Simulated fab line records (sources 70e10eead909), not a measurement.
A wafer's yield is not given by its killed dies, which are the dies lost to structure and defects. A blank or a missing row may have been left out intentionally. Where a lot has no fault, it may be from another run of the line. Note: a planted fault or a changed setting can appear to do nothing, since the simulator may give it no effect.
A lot that was struck, set against a sound lot ; flow nand harc ; 25 out of 1302 route steps
Sound: these wafers, L658.1, L658.4, L658.5. Wafers L666.1, L666.2, L666.4 were the ones struck. The cause is named last.
For every step that has rows: the tool of each side, followed by ch and its chambers, followed by its first start. Under that, the readings that differ: sound wafers ; struck wafers ; difference of the means ; sigmas: that difference in standard deviations of wafers without a fault.
alike: words and numbers the same on both sides, and readings whose means are apart by under 2 such deviations; not compared: readings that were withheld, readings missing a value for some wafer, numbers with overlapping values and no deviation given by the record, and bounds like >300 which may hide the same value.
A row with sigmas, a row that says differs or no value, or rows on one side alone: a step with any of these is where the two part. Non-overlapping numbers with no deviation appear without sigmas and do not part them. A reading missing from all wafers of one side parts the sides only when that side holds two or more wafers.

first, 1 step without rows for these wafers: NHARC_A_CHANNEL_HOLE_D1_DESCUM_15 (chemistry O2, time 3 s).
NHARC_A_CHANNEL_HOLE_D1_ETCH_38: etches the open film in CF4, target depth 39 nm, time 65 s.
  sound on rie diel-13 ch 0,2, day 11 16:10; struck on rie diel-05 ch 1,2,3, day 14 10:12
  alike: bias w, cf4 flow sccm, drypump motor current A, mfc ar sccm, oes product au, rf vpp V, showerhead plenum p Torr, throttle valve pct
  not compared: rf hours counter h
NHARC_A_CHANNEL_HOLE_D1_ETCH_39: etches the open film in N2/H2, target depth 260 nm, time 325 s.
  sound: rie diel-13 ch 0,2; struck: rie diel-05 ch 0,1,2
reading;sound;struck;difference;sigmas
oes product au (a.u.);0.986 0.984 0.984;1.004 1.032 1.015;+0.032;+2
  alike: bias w, chamber pressure mTorr, drypump motor current A, mfc ar sccm, rf vpp V, showerhead plenum p Torr, throttle valve pct
  not compared: rf hours counter h
then, 1 step without rows for these wafers: NHARC_A_CHANNEL_HOLE_D1_ETCH_34 (etches the open film in CF4/CHF3, target depth 154 nm, time 77 s).
NHARC_A_CHANNEL_HOLE_D1_ETCH_16: etches the open film in O2/COS, target depth 3100 nm, time 806 s.
  sound: rie diel-13 ch 0,1,3; struck: rie diel-05 ch 0,1,3
  alike: bias w, chamber pressure mTorr, drypump motor current A, mfc ar sccm, oes product au, rf vpp V, showerhead plenum p Torr, throttle valve pct
  not compared: rf hours counter h
NHARC_A_CHANNEL_HOLE_D1_CD_MEAS_18:
  sound on cd sem-03 at day 11 17:11; struck on cd sem-03 at day 14 11:14
  alike: cd nm
then, 4 steps without rows for these wafers: NHARC_A_CHANNEL_HOLE_D1_ETCH_19 (etches the open film in C4F8/O2/Ar, time 34.5 s); NHARC_A_CHANNEL_HOLE_D1_ETCH_20 (etches the open film in C4F8/O2/Ar, time 361.9 s, target depth 1600 nm); NHARC_A_CHANNEL_HOLE_D1_ETCH_21 (etches the open film in C4F8/O2/Ar, time 514.3 s, target depth 1600 nm); NHARC_A_CHANNEL_HOLE_D1_ETCH_22 (etches the open film in C4F8/O2/Ar, time 666.7 s, target depth 1600 nm).
NHARC_A_CHANNEL_HOLE_D1_ETCH_23: etches the open film in C4F8/O2/Ar, time 819 s, target depth 1600 nm.
  sound on har etch-02 ch 0, day 11 20:57; struck on har etch-01 ch 0,1, day 14 13:40
  alike: c4f8 flow sccm, chamber pressure mTorr, drypump motor current A, mfc ar sccm, showerhead plenum p Torr, throttle valve pct
  not compared: rf hours counter h
then, 1 step without rows for these wafers: NHARC_A_CHANNEL_HOLE_D1_ETCH_24 (etches the open film in C4F8/O2/Ar, time 906.2 s, target depth 1500 nm).
NHARC_A_CHANNEL_HOLE_D1_ETCH_25: etches the open film in C4F8/O2/Ar, time 1040.2 s, target depth 1500 nm.
  sound on har etch-02 ch 0, day 11 22:26; struck on har etch-01 ch 0,1, day 14 15:09
  no value came back on the struck wafers for any of 6 readings (c4f8 flow sccm (sccm), chamber pressure mTorr (mTorr) and others); on the sound wafers c4f8 flow sccm (sccm) reads 94.15 94.18 93.95
  not compared: rf hours counter h
then, 5 steps without rows for these wafers: NHARC_A_CHANNEL_HOLE_D1_ETCH_26 (etches the open film in C4F8/O2/Ar, time 224.1 s, target depth 300 nm); NHARC_A_CHANNEL_HOLE_D1_ETCH_33 (etches the open film in C4F8/O2/Ar, time 90 s, target depth 400 nm); NHARC_A_CHANNEL_HOLE_D1_STRIP_41 (strips in N2/H2); NHARC_A_CHANNEL_HOLE_D1_STRIP_42 (strips in CF4/CHF3); NHARC_A_CHANNEL_HOLE_D1_STRIP_43 (strips in O2/COS).
NHARC_A_CHANNEL_HOLE_D1_ETCH_44: etches the open film in CF4/O2, target depth 140 nm, overetch 14 nm, time 77 s.
  sound on rie diel-05 ch 1,2,3, day 12 00:09; struck on rie diel-13 ch 0,1,3, day 14 16:58
reading;sound;struck;difference;sigmas
model.A_CHANNEL_HOLE_D1.cd nm (nm);90 91.93 90.75;99.85 99.69 99.73;+8.86;
  alike: bias w, cf4 flow sccm, drypump motor current A, mfc ar sccm, oes_f_703_au, oes product au, rf vpp V, showerhead plenum p Torr, throttle valve pct
  not compared: rf hours counter h
NHARC_A_CHANNEL_HOLE_D1_STRIP_27: strips in O2.
  sound: rie diel-05 ch 1,3; struck: rie diel-13 ch 0,2,3
  alike: drypump motor current A, mfc ar sccm, oes product au, rf vpp V, showerhead plenum p Torr, throttle valve pct
  not compared: rf hours counter h
then, 2 steps without rows for these wafers: NHARC_A_CHANNEL_HOLE_D1_PRECLEAN_28 (cleans in SC1); NHARC_A_CHANNEL_HOLE_D1_SRD_29.
NHARC_A_CHANNEL_HOLE_D1_CD_MEAS_30:
  sound on cd sem-03 at day 12 00:56; struck on cd sem-03 at day 14 17:46
reading;sound;struck;difference;sigmas
cd nm (nm);90.0 92.0 90.8;0.9 1.6 0.8;-89.8;-60
NHARC_A_CHANNEL_HOLE_D1_XSEM_31:
  sound on xsem-01 ch 0, day 12 01:02; struck on xsem-01 ch 0, day 14 17:50
reading;sound;struck;difference;sigmas
bot cd nm (nm);74.3 76.3 75.6;0.5 1.9 0.8;-74.3;-46
bow nm (nm);8.20 8.13 8.19;0.35 0.35 0.36;-7.82;-28
  alike: tilt deg
NHARC_A_CHANNEL_HOLE_D1_INSPECT_40:
  sound on defect inspect-02 at day 12 01:07; struck on defect inspect-01 at day 14 17:56
  alike: raw defect count

== WHERE THEY PART ==
At NHARC_A_CHANNEL_HOLE_D1_ETCH_39 first; at NHARC_A_CHANNEL_HOLE_D1_XSEM_31 last (within this record only). Later steps at which nothing parts them and some readings are alike: NHARC_A_CHANNEL_HOLE_D1_INSPECT_40.

WHY: whatever the simulator had introduced
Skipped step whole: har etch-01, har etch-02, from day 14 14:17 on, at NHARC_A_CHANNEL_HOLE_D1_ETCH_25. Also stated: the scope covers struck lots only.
